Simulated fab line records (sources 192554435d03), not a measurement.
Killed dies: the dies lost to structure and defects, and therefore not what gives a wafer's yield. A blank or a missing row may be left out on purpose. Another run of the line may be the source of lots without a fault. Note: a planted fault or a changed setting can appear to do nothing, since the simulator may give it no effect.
Lot-split experiment	flow n5_finfet	on a route of 1938 steps: 7 lots, 21 wafers read

## ABOUT THE SPLIT
At N5_ZERO_LAYER_EXPOSE_08 (exposes mask ZERO, defocus 0 nm, target cd 2000 nm), the setting dose_mj was moved away from the recipe's 16.2 on 4 of the 21 wafers read, by -4.8% to +7.2%. For the rest of the wafers, this setting stayed at what the recipe calls for.

## FROM THE SPLIT TO THE READING: what the file shows between them, 2 steps
- N5_ZERO_LAYER_DEVELOP_10: develop time 60 s (also split here: develop_time_s)
- N5_ZERO_LAYER_HARDBAKE_23: time 120 s

## THE READING
Shown in nm: cd_nm at N5_ZERO_LAYER_CD_MEAS_11, with target cd 2000 nm. Fault-free wafers of this fab line usually give 2000.3 nm, standard deviation 1.4 nm.

wafer	tool, chamber at the split	dose_mj as run	against the recipe	cd_nm, nm	against lot-mates on the recipe
L075.1	krf_scanner-02, 0	16.2	recipe	1997.5	-
L075.2	krf_scanner-02, 0	16.2	recipe	2000.7	-
L075.3	krf_scanner-02, 0	16.2	recipe	1999.3	-
L076.2	krf_scanner-01, 0	16.2	recipe	1998.0	-
L076.4	krf_scanner-01, 0	16.92	+4.4%	2008.0	+10.0
L076.6	krf_scanner-01, 0	16.92	+4.4%	2010.7	+12.7
L081.2	krf_scanner-01, 0	16.2	recipe	2002.7	-
L081.3	krf_scanner-01, 0	16.2	recipe	2003.8	-
L081.6	krf_scanner-01, 0	16.2	recipe	2000.8	-
L086.1	krf_scanner-02, 0	16.2	recipe	2000.3	-
L086.3	krf_scanner-02, 0	16.2	recipe	1995.8	-
L086.5	krf_scanner-02, 0	16.2	recipe	1994.0	-
L087.3	krf_scanner-02, 0	16.2	recipe	1996.8	-
L087.4	krf_scanner-02, 0	16.2	recipe	2002.5	-
L087.5	krf_scanner-02, 0	17.37	+7.2%	2009.6	+9.9
L091.2	krf_scanner-02, 0	16.2	recipe	1999.6	-
L091.3	krf_scanner-02, 0	16.2	recipe	2003.3	-
L091.4	krf_scanner-02, 0	16.2	recipe	2004.5	-
L092.1	krf_scanner-02, 0	16.2	recipe	2002.1	-
L092.4	krf_scanner-02, 0	16.2	recipe	2001.2	-
L092.6	krf_scanner-02, 0	15.42	-4.8%	1989.9	-11.8

FIT RESULTS
A straight line over all 21 wafers: cd_nm changes by +1.74 nm for each +1% of dose_mj; r = +0.82; the points scatter about the line by 2.9 nm.
The same after taking each lot's own level away (the mean of its wafers on the recipe; 21 wafers): +2 nm for each +1%; r = +0.90; scatter 2.3 nm.
According to that fit, moving dose_mj by its largest amount changes the reading by 14 nm.
From 1996.70 to 2002.47 nm: that is the span of the lots' own levels, equal to 4.1 times the standard deviation above.
So the slope is not independent of the lot-to-lot level: the two fits are not the same.
Check: for one of the wafers moved furthest among these (+7.2%), held out of the fit, the line's prediction against its lot-mates is +18.2 nm. Against them it came out at +9.95 nm.

## THESE WAFERS: OTHER SPLITS
These wafers also went through other splits before the reading. Each is held against what the fit with the lots' levels taken away leaves over:
other split on the same wafers	wafers away from the commonest value	r with cd_nm (lot level and that fit taken away)
N5_ZERO_LAYER_DEVELOP_10 develop_time_s	10	+0.37

## THE FILE'S OWN FIT
cd_nm changes by +1.87 nm for each +1% of dose_mj, r = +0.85.
